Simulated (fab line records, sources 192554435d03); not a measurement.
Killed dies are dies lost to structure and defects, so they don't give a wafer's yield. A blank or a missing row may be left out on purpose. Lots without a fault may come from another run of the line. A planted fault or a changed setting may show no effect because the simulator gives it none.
fab line records | flow n5_finfet | part 1 of 2: steps 1 to 23 of 29
record lots=5 wafers=15 last_day=17
route steps=1938 shown GATE_CUT@468
lots that met no fault: from a run of the same line without faults
start_h: hours from the record's first day to the start of the lot's first wafer shown | wait_h: hours since the lot's step before | " the same as in the row above | L1.1+2: a row that stands for several wafers | - no value, or no start given | * or withheld: withheld | < > ~ a bound
route shown NAME@n: a module of which the file shows steps, and the number in the route of the first | usual: mean/standard deviation of fault-free wafers | same: alike in all rows | chamber/n: place in a boat | sites: the reading at each site | _std_site: their standard deviation | _edge_site: outer sites' mean less inner sites' | radius_mm: how far each site lies from the wafer's centre | mask NAME#n: copy n | behind: the tool/chamber that last shaped the wafer | hold: why the lot was held/for how many hours/how that ended | device: the transistor (n, p or np) that didn't switch | end of line: the same wafers' tests at the end of the route | a step without rows: its recipe alone | killed: dies lost to structure and defects at the first sort, not the wafer's yield | map: a wafer's dies, x killed, . not, _ none there
set.NAME: the setting as run; set.NAME@STEP: as run at that earlier step | model.NAME: the simulator's own value behind a step, which no gauge read
lots at some steps of the route; a table a step, a row a wafer
services: from which hour (start_h, from the record's first day; less than 0 if before it) a tool's chamber was out of use, for how many hours, and why
## steps
# step N5_GATE_CUT_VAPOR_ETCH_60
# recipe chemistry=BCl3/Cl2 target=HfO2 mode=isotropic
# usual drypump_motor_current_A=5.92/0.12 oes_product_au=0.80/0.14
# columns lot.wafer tool chamber start_h wait_h drypump_motor_current_A oes_product_au
L074.2 rie_metal-03 0 79.98 0.0 5.78 0.59
L074.4 " 0 " " 5.78 0.59
L074.6 " 0 " " 5.81 0.59
L075.1 rie_metal-03 1 92.98 0.0 5.94 0.58
L075.4 " 1 " " 5.95 0.58
L075.5 " 0 " " 5.78 0.60
L080.2 rie_metal-03 0 117.38 0.0 5.79 0.59
L080.4 " 0 " " 5.80 0.60
L080.6 " 1 " " 5.98 0.59
L082.1 rie_metal-02 0 128.42 0.0 6.15 0.81
L082.4 " 0 " " 6.14 0.81
L082.6 " 1 " " 5.83 0.79
L089.1 rie_metal-03 0 171.25 0.0 5.79 0.95
L089.4 " 0 " " 5.80 0.96
L089.6 " 0 " " 5.77 0.96
# step N5_GATE_CUT_ETCH_58
# recipe chemistry=CH3F/O2 target=SiNx target_depth_a=170 time_s=128.6 ion_energy_ev=50 pressure_mtorr=30 source_w=415 bias_w=21 Ar_flow_sccm=150 CH3F_flow_sccm=30 O2_flow_sccm=20
# usual drypump_motor_current_A=5.6/0.46 oes_product_au=0.78/0.094 rf_vpp_V=98.9/0.92 showerhead_plenum_p_Torr=1.99/0.075 throttle_valve_pct=16.38/0.24
# columns lot.wafer tool chamber start_h wait_h drypump_motor_current_A oes_product_au rf_hours_counter_h rf_vpp_V showerhead_plenum_p_Torr throttle_valve_pct
L074.2 rie_diel-06 2 80.03 0.0 6.4 0.77 141 99.6 1.93 16.15
L074.4 " 1 " " 5.6 0.72 185 98.1 2.07 16.63
L074.6 " 3 " " 5.5 0.71 - 97.7 2.00 16.58
L075.1 rie_diel-03 3 93.03 0.0 5.5 0.67 245 98.0 1.88 16.48
L075.4 " 0 " " 4.7 0.89 - 97.8 1.97 16.05
L075.5 " 3 " " 5.5 0.67 - 97.9 1.88 16.48
L080.2 rie_diel-02 3 117.43 0.0 5.8 0.82 72 98.2 1.94 16.59
L080.4 " 1 " " 6.3 0.97 - 99.2 2.05 16.00
L080.6 " 2 " " 6.0 0.75 - 99.3 2.09 16.39
L082.1 rie_diel-06 1 128.47 0.0 5.6 0.71 198 100.2 2.07 16.68
L082.4 " 1 " " 5.6 0.72 - 99.6 2.07 16.67
L082.6 " 3 " " 5.5 0.70 - 99.1 2.00 16.63
L089.1 rie_diel-06 3 171.30 0.0 5.4 0.70 201 99.0 1.99 16.65
L089.4 " 0 " " 5.2 0.96 - 97.7 1.97 16.08
L089.6 " 1 " " 5.6 0.71 - 99.5 2.06 16.70
# step N5_GATE_CUT_STRIP_59
# recipe chemistry=N2/H2 time_s=20 power_w=100 temp_c=40 pressure_mtorr=100 rf_frequency_hz=6e+07 bias_power_w=3 n2_flow_sccm=300 h2_flow_sccm=300
# usual drypump_motor_current_A=5.6/0.46 oes_product_au=0.78/0.095 rf_vpp_V=45.3/0.95 showerhead_plenum_p_Torr=3.36/0.12 throttle_valve_pct=12.26/0.3
# columns lot.wafer tool chamber start_h wait_h drypump_motor_current_A oes_product_au rf_hours_counter_h rf_vpp_V showerhead_plenum_p_Torr throttle_valve_pct
L074.2 rie_diel-06 2 80.13 0.1 6.4 0.76 141 44.7 3.24 12.02
L074.4 " 1 " " 5.6 0.72 185 43.8 3.50 12.57
L074.6 " 3 " " 5.4 0.72 - 45.3 3.37 12.42
L075.1 rie_diel-03 3 93.13 0.1 5.5 0.67 245 45.5 3.20 12.46
L075.4 " 0 " " 4.8 0.91 - 46.0 3.32 11.81
L075.5 " 3 " " 5.5 0.67 - 44.5 3.20 12.45
L080.2 rie_diel-02 3 117.54 0.1 5.8 0.81 72 46.0 3.29 12.37
L080.4 " 1 " " 6.3 0.96 - 45.8 3.45 11.87
L080.6 " 2 " " 6.0 0.75 - 46.1 3.50 12.23
L082.1 rie_diel-06 1 128.63 0.1 5.6 0.71 198 45.3 3.49 12.59
L082.4 " 1 " " 5.6 0.72 - 45.5 3.49 12.61
L082.6 " 3 " " 5.5 0.69 - 46.4 3.37 12.46
L089.1 rie_diel-06 3 171.41 0.1 5.5 0.70 202 46.0 3.36 12.50
L089.4 " 0 " " 5.2 0.96 - 45.1 3.31 11.85
L089.6 " 1 " " 5.6 0.70 - 45.9 3.48 12.65
# step N5_GATE_CUT_PRECLEAN_31
# recipe temp_c=23 chemistry=DIW time_s=300
# columns lot.wafer tool chamber start_h wait_h
L074.2+4+6 wet_bench-02 2,4,0 80.22 0.1
L075.1+4+5 wet_bench-01 0,6,7 93.21 0.1
L080.2+4+6 wet_bench-02 0,3,5 117.62 0.1
L082.1+4+6 wet_bench-01 2,4,3 128.74 0.1
L089.1+4+6 wet_bench-06 2,1,3 171.49 0.1
# step N5_GATE_CUT_SRD_32
# recipe time_s=30 temp_c=23 rinse_liquid=diw dry=ipa_marangoni
# columns lot.wafer tool chamber start_h wait_h
L074.2+4+6 wet_bench-02 2,4,0 80.30 0.0
L075.1+4+5 wet_bench-01 0,6,7 93.31 0.0
L080.2+4+6 wet_bench-02 0,3,5 117.71 0.0
L082.1+4+6 wet_bench-01 2,4,3 128.82 0.0
L089.1+4+6 wet_bench-06 2,1,3 171.57 0.0
# step N5_GATE_CUT_SAC_CAP_01
# recipe material=SiNx target_thk_a=240 temp_c=400 ald_precursor_family=SiH2I2 ald_co_reactant=N2/H2-plasma pulse_time_s=1 ald_cycles=480 purge_time_s=2 co_reactant_purge_time_s=2 pressure_torr=2
# usual heater_power_w=833/92 precursor_pulse_height_rel=0.998/0.023
# columns lot.wafer tool chamber start_h wait_h heater_power_w precursor_pulse_height_rel
L074.2 ald_sin-01 3 80.35 0.0 844 1.001
L074.4 " 2 " " 737 1.037
L074.6 " 3 81.43 1.1 851 1.015
L075.1 ald_sin-03 0 93.36 0.0 697 0.990
L075.4 " 3 " " 775 0.976
L075.5 " 2 94.44 1.1 796 0.995
L080.2 ald_sin-02 2 118.02 0.3 1046 1.003
L080.4 " 3 " " 849 0.996
L080.6 " 2 119.10 1.4 1058 0.969
L082.1 ald_sin-01 1 128.87 0.0 909 1.009
L082.4 " 2 " " 751 0.999
L082.6 " 2 129.95 1.1 737 0.962
L089.1 ald_sin-03 3 171.62 0.0 776 1.020
L089.4 " 2 " " 791 0.972
L089.6 " 0 172.71 1.1 704 0.993
# step N5_GATE_CUT_PECVD_57
# recipe material=SiNx target_thk_a=210 temp_c=400 precursor=SiH4/NH3/N2 pressure_torr=1.5 rf_w=300
# usual heater_power_w=776/81 showerhead_plenum_p_Torr=5.17/0.076 throttle_valve_pct=40.7/2.6
# columns lot.wafer tool chamber start_h wait_h heater_power_w showerhead_plenum_p_Torr throttle_valve_pct
L074.2 pecvd-04 1 82.54 1.1 762 5.14 38.1
L074.4 " 2 " " 672 5.07 37.2
L074.6 " 1 " " 749 5.14 38.3
L075.1 pecvd-04 1 95.55 1.1 803 5.13 38.3
L075.4 " 1 " " 786 5.15 38.3
L075.5 " 0 " " 708 5.19 43.1
L080.2 pecvd-04 1 120.21 1.1 802 5.13 38.2
L080.4 " 1 " " 642 5.13 38.1
L080.6 " 0 " " 763 5.20 43.1
L082.1 pecvd-01 2 131.06 1.1 799 5.22 40.1
L082.4 " 1 " " 814 5.27 44.3
L082.6 " 0 " " 816 5.19 37.8
L089.1 pecvd-04 2 173.81 1.1 722 5.07 37.8
L089.4 " 1 " " 686 5.13 38.3
L089.6 " 2 " " 741 5.09 37.5
# step N5_GATE_CUT_CMP_02
# recipe stop_on=SiO2 t_overpolish_s=12.7 post_cmp_clean=alkaline_brush down_force_psi=2.5 platen_rpm=51.8 pad_velocity_m_s=1.0307 target_thk_nm=0
# usual motor_current_A=8.6/1.1 overpolish_run_s=12.699/0.0098 time_to_endpoint_s=25.9/1.9
# columns lot.wafer tool chamber start_h wait_h motor_current_A overpolish_run_s time_to_endpoint_s
L074.2 cmp-03 2 82.67 0.1 11.1 12.706 27.2
L074.4 " 3 " " 8.4 12.693 26.4
L074.6 " 2 " " 10.3 12.698 27.7
L075.4 cmp-01 2 95.66 0.1 8.1 12.689 24.7
L075.1 " 3 " " 6.8 12.689 26.1
L075.5 " 2 " " 8.4 12.697 25.0
L080.2 cmp-03 2 120.28 0.1 10.8 12.691 28.0
L080.4 " 1 " " 8.9 12.693 26.8
L080.6 " 3 " " 8.9 12.692 25.4
L082.1 cmp-02 3 131.21 0.1 7.9 12.694 26.8
L082.4 " 0 " " 8.7 12.706 26.1
L082.6 " 2 " " 8.5 12.705 27.5
L089.4 cmp-02 3 173.93 0.1 8.2 12.710 23.9
L089.1 " 0 " " 8.8 12.688 23.9
L089.6 " 3 " " 8.1 12.704 23.7
# step N5_GATE_CUT_HM_DEP_46
# recipe material=SiO2 target_thk_a=1300 temp_c=400 precursor=TEOS/O2 pressure_torr=6.5 rf_w=900 teos_flow_sccm=161.4 gas=O2 flow_sccm=2650 time_s=26.6
# usual heater_power_w=553/80 showerhead_plenum_p_Torr=8.36/0.036 throttle_valve_pct=18.9/1.2
# columns lot.wafer tool chamber start_h wait_h heater_power_w showerhead_plenum_p_Torr throttle_valve_pct
L074.2 pecvd-01 1 82.97 0.0 662 8.39 20.5
L074.4 " 0 " " 576 8.37 17.4
L074.6 " 2 " " 522 8.37 18.6
L075.1 pecvd-01 1 95.95 0.0 706 8.39 20.3
L075.4 " 0 " " 504 8.36 17.9
L075.5 " 1 " " 743 8.40 20.7
L080.2 pecvd-02 2 120.61 0.0 683 8.38 17.7
L080.4 " 1 " " 444 8.40 20.0
L080.6 " 0 " " 457 8.29 19.7
L082.1 pecvd-04 0 131.47 0.0 572 8.36 20.4
L082.4 " 1 " " 513 8.35 17.9
L082.6 " 2 " " 507 8.33 17.6
L089.1 pecvd-02 0 174.22 0.0 542 8.30 19.5
L089.4 " 0 " " 541 8.30 19.6
L089.6 " 2 " " 700 8.36 18.0
# step N5_GATE_CUT_COAT_34
# recipe resist=SOC temp_c=250 time_s=60 spin_rpm=1500 resist_thk_nm=60
# columns lot.wafer tool chamber start_h wait_h
L074.2+4+6 litho_track-04 0 83.58 0.6
L075.1+4+5 litho_track-04 0 96.02 0.0
L080.2+4+6 litho_track-04 0 120.68 0.0
L082.1+4+6 litho_track-02 0 131.53 0.0
L089.1+4+6 litho_track-02 0 174.31 0.1
# step N5_GATE_CUT_COAT_35
# recipe resist=SiARC temp_c=220 time_s=60 spin_rpm=1500 resist_thk_nm=10
# columns lot.wafer tool chamber start_h wait_h
L074.2+4+6 litho_track-04 0 - -
L075.1+4+5 litho_track-04 0 - -
L080.2+4+6 litho_track-04 0 - -
L082.1+4+6 litho_track-02 0 - -
L089.1+4+6 litho_track-02 0 - -
# step N5_GATE_CUT_COAT_27
# recipe resist=underlayer temp_c=205 time_s=60 spin_rpm=1500 resist_thk_nm=10
# columns lot.wafer tool chamber start_h wait_h
L074.2+4+6 litho_track-04 0 - -
L075.1+4+5 litho_track-04 0 - -
L080.2+4+6 litho_track-04 0 - -
L082.1+4+6 litho_track-02 0 - -
L089.1+4+6 litho_track-02 0 - -
# step N5_GATE_CUT_COAT_07
# recipe resist=CAR-EUV spin_rpm=1500 resist_thk_nm=30
# columns lot.wafer tool chamber start_h wait_h
L074.2+4+6 litho_track-04 0 - -
L075.1+4+5 litho_track-04 0 - -
L080.2+4+6 litho_track-04 0 - -
L082.1+4+6 litho_track-02 0 - -
L089.1+4+6 litho_track-02 0 - -
# step N5_GATE_CUT_EBR_09
# recipe solvent=PGMEA ebr_width_mm=1.5
# columns lot.wafer tool chamber start_h wait_h
L074.2+4+6 litho_track-04 0 - -
L075.1+4+5 litho_track-04 0 - -
L080.2+4+6 litho_track-04 0 - -
L082.1+4+6 litho_track-02 0 - -
L089.1+4+6 litho_track-02 0 - -
# step N5_GATE_CUT_SOFTBAKE_08
# recipe temp_c=110 time_s=60 resist=CAR-EUV
# columns lot.wafer tool chamber start_h wait_h
L074.2+4+6 litho_track-04 0 - -
L075.1+4+5 litho_track-04 0 - -
L080.2+4+6 litho_track-04 0 - -
L082.1+4+6 litho_track-02 0 - -
L089.1+4+6 litho_track-02 0 - -
# step N5_GATE_CUT_EXPOSE_10
# recipe mask_id=GATE_CUT na=0.33 source_shape=annular sigma_inner=0.35 sigma_outer=0.8 polarization=unpolarized target_cd_nm=20 dose_mj=43.25
# usual exposure_dose_mJ_cm2=43.5/0.46
# columns lot.wafer tool chamber start_h wait_h mask exposure_dose_mJ_cm2
L074.2 euv_scanner-02 0 84.03 - GATE_CUT#0 43.2
L074.4 " 0 " " GATE_CUT#0 43.2
L074.6 " 0 " " GATE_CUT#0 43.2
L075.1 euv_scanner-02 0 96.16 - GATE_CUT#0 43.2
L075.4 " 0 " " GATE_CUT#0 43.2
L075.5 " 0 " " GATE_CUT#0 43.2
L080.2 euv_scanner-02 0 120.82 - GATE_CUT#0 43.2
L080.4 " 0 " " GATE_CUT#0 43.1
L080.6 " 0 " " GATE_CUT#0 43.2
L082.1 euv_scanner-02 0 131.80 - GATE_CUT#0 43.2
L082.4 " 0 " " GATE_CUT#0 43.1
L082.6 " 0 " " GATE_CUT#0 43.2
L089.1 euv_scanner-02 0 174.57 - GATE_CUT#0 43.2
L089.4 " 0 " " GATE_CUT#0 43.1
L089.6 " 0 " " GATE_CUT#0 43.2
# step N5_GATE_CUT_PEB_11
# recipe peb_temp_c=100 peb_time_s=60 resist=CAR-EUV
# columns lot.wafer tool chamber start_h wait_h
L074.2+4+6 litho_track-02 0 84.09 0.1
L075.1+4+5 litho_track-04 0 96.22 0.1
L080.2+4+6 litho_track-04 0 120.88 0.1
L082.1+4+6 litho_track-03 0 131.86 0.1
L089.1+4+6 litho_track-02 0 174.63 0.1
# step N5_GATE_CUT_DEVELOP_12
# recipe develop_time_s=30 developer=TMAH resist=CAR-EUV rinse_liquid=surfactant_rinse dry=air_spin dev_temp_c=23
# columns lot.wafer tool chamber start_h wait_h
L074.2+4+6 litho_track-02 0 - -
L075.1+4+5 litho_track-04 0 - -
L080.2+4+6 litho_track-04 0 - -
L082.1+4+6 litho_track-03 0 - -
L089.1+4+6 litho_track-02 0 - -
# step N5_GATE_CUT_CD_MEAS_13
# recipe target_cd_nm=20 landing_energy_ev=500 detector=se_inlens
# usual cd_nm=19.98/0.23
# columns lot.wafer tool chamber start_h wait_h cd_nm
L074.2 cd_sem-03 0 84.15 - 20.01
L074.4 " 0 " " 19.97
L074.6 " 0 " " 19.67
L075.1 cd_sem-02 0 96.29 - 20.35
L075.4 " 0 " " 19.80
L075.5 " 0 " " 19.74
L080.2 cd_sem-03 0 120.95 - 20.18
L080.4 " 0 " " 19.63
L080.6 " 0 " " 20.21
L082.1 cd_sem-01 0 131.93 - 20.08
L082.4 " 0 " " 20.54
L082.6 " 0 " " 19.83
L089.1 cd_sem-01 0 174.70 - 20.05
L089.4 " 0 " " 20.08
L089.6 " 0 " " 20.03
# step N5_GATE_CUT_OVL_MEAS_14
# recipe points_per_wafer=522
# usual GATE_CUT_OVL=0.2/0.68
# columns lot.wafer tool chamber start_h wait_h GATE_CUT_OVL[nm]
L074.2 overlay-02 0 84.19 0.0 0.5
L074.4 " 0 " " 0.0
L074.6 " 0 " " 0.1
L075.1 overlay-01 0 96.32 0.0 0.6
L075.4 " 0 " " 1.3
L075.5 " 0 " " -0.2
L080.2 overlay-02 0 120.99 0.0 -0.6
L080.4 " 0 " " 0.7
L080.6 " 0 " " 0.4
L082.1 overlay-02 0 131.96 0.0 -0.2
L082.4 " 0 " " -1.4
L082.6 " 0 " " -0.5
L089.1 overlay-01 0 174.73 0.0 0.9
L089.4 " 0 " " 0.5
L089.6 " 0 " " -0.1
# step N5_GATE_CUT_INSPECT_15
# recipe mode=adi inspect_instrument=brightfield
# usual raw_defect_count=124/36
# columns lot.wafer tool chamber start_h wait_h raw_defect_count
L074.2 defect_inspect-02 - 84.25 0.1 118
L074.4 " - " " 154
L074.6 " - " " 234
L075.1 defect_inspect-02 - 96.38 0.1 174
L075.4 " - " " 124
L075.5 " - " " 148
L080.2 defect_inspect-02 - 121.04 0.0 42
L080.4 " - " " 87
L080.6 " - " " 86
L082.1 defect_inspect-02 - 132.02 0.1 138
L082.4 " - " " 126
L082.6 " - " " 113
L089.1 defect_inspect-02 - 174.79 0.1 109
L089.4 " - " " 194
L089.6 " - " " 118
# step N5_GATE_CUT_DESCUM_18
# recipe chemistry=O2 time_s=7 source_power_w=50 bias_power_w=20 pressure_mtorr=20 rf_frequency_hz=2.712e+07 temp_c=40 resist=CAR-EUV o2_flow_sccm=225
# usual drypump_motor_current_A=5.5/0.48 oes_product_au=0.78/0.089 rf_vpp_V=243.0/1.4 showerhead_plenum_p_Torr=2.08/0.078 throttle_valve_pct=20.47/0.21
# columns lot.wafer tool chamber start_h wait_h drypump_motor_current_A oes_product_au rf_hours_counter_h rf_vpp_V showerhead_plenum_p_Torr throttle_valve_pct
L074.2 rie_diel-03 2 84.28 0.0 5.3 0.72 207 241.1 1.99 20.60
L074.4 " 1 " " 6.0 0.74 195 243.2 2.16 20.47
L074.6 " 1 " " 6.0 0.74 - 245.1 2.16 20.49
L075.1 rie_diel-06 3 96.41 0.0 5.4 0.72 180 244.0 2.07 20.59
L075.4 " 2 " " 6.4 0.76 144 241.1 2.01 20.26
L075.5 " 2 " " 6.4 0.76 - 242.7 2.01 20.26
L080.2 rie_diel-03 2 121.07 0.0 5.3 0.72 220 242.5 1.98 20.61
L080.4 " 2 " " 5.3 0.72 - 241.5 1.98 20.61
L080.6 " 0 " " 4.7 0.88 - 242.6 2.05 20.20
L082.1 rie_diel-06 3 132.34 0.3 5.4 0.70 191 243.3 2.07 20.63
L082.4 " 1 " " 5.6 0.72 - 244.3 2.17 20.82
L082.6 " 1 " " 5.6 0.71 - 244.4 2.17 20.84
L089.1 rie_diel-03 1 175.06 0.3 6.0 0.71 217 243.3 2.16 20.50
L089.4 " 0 " " 4.8 0.85 40 241.3 2.05 20.23
L089.6 " 3 " " 5.5 0.92 - 245.3 2.24 20.25
# step N5_GATE_CUT_ETCH_28
# recipe chemistry=N2/H2 target=underlayer target_depth_a=130 mask_material=CAR-EUV time_s=10.4 ion_energy_ev=200 pressure_mtorr=30 source_w=840 bias_w=150 n2_flow_sccm=200 h2_flow_sccm=200 ends=cleared
# usual drypump_motor_current_A=5.5/0.48 etch_rf_on_time_s=10.44/0.19 oes_product_au=0.67/0.075 rf_vpp_V=523.3/2.8 showerhead_plenum_p_Torr=2.53/0.095 throttle_valve_pct=17.88/0.25
# columns lot.wafer tool chamber start_h wait_h drypump_motor_current_A etch_rf_on_time_s oes_product_au rf_hours_counter_h rf_vpp_V showerhead_plenum_p_Torr throttle_valve_pct
L074.2 rie_diel-03 2 84.32 0.0 5.3 10.63 0.62 207 520.4 2.41 17.99
L074.4 " 1 " " 6.1 10.10 0.63 195 526.1 2.63 18.05
L074.6 " 1 " " 6.0 10.08 0.64 - 526.2 2.63 18.04
L075.1 rie_diel-06 3 96.45 0.0 5.4 10.33 0.61 180 522.8 2.54 18.06
L075.4 " 2 " " 6.4 10.19 0.66 144 521.0 2.44 17.60
L075.5 " 2 " " 6.4 10.28 0.66 - 523.6 2.44 17.62
L080.2 rie_diel-03 2 121.11 0.0 5.3 10.58 0.61 220 520.1 2.41 18.04
L080.4 " 2 " " 5.3 10.60 0.61 - 520.8 2.41 18.04
L080.6 " 0 " " 4.8 10.45 0.74 - 521.1 2.49 17.50
L082.1 rie_diel-06 3 132.39 0.0 5.4 10.29 0.61 191 522.8 2.53 18.12
L082.4 " 1 " " 5.6 10.49 0.61 - 525.6 2.63 18.24
L082.6 " 1 " " 5.6 10.33 0.62 - 526.5 2.63 18.25
L089.1 rie_diel-03 1 175.09 0.0 6.0 10.11 0.63 217 526.1 2.62 18.08
L089.4 " 0 " " 4.7 10.61 0.71 40 521.7 2.48 17.55
L089.6 " 3 " " 5.5 10.60 0.80 - 528.8 2.72 17.62
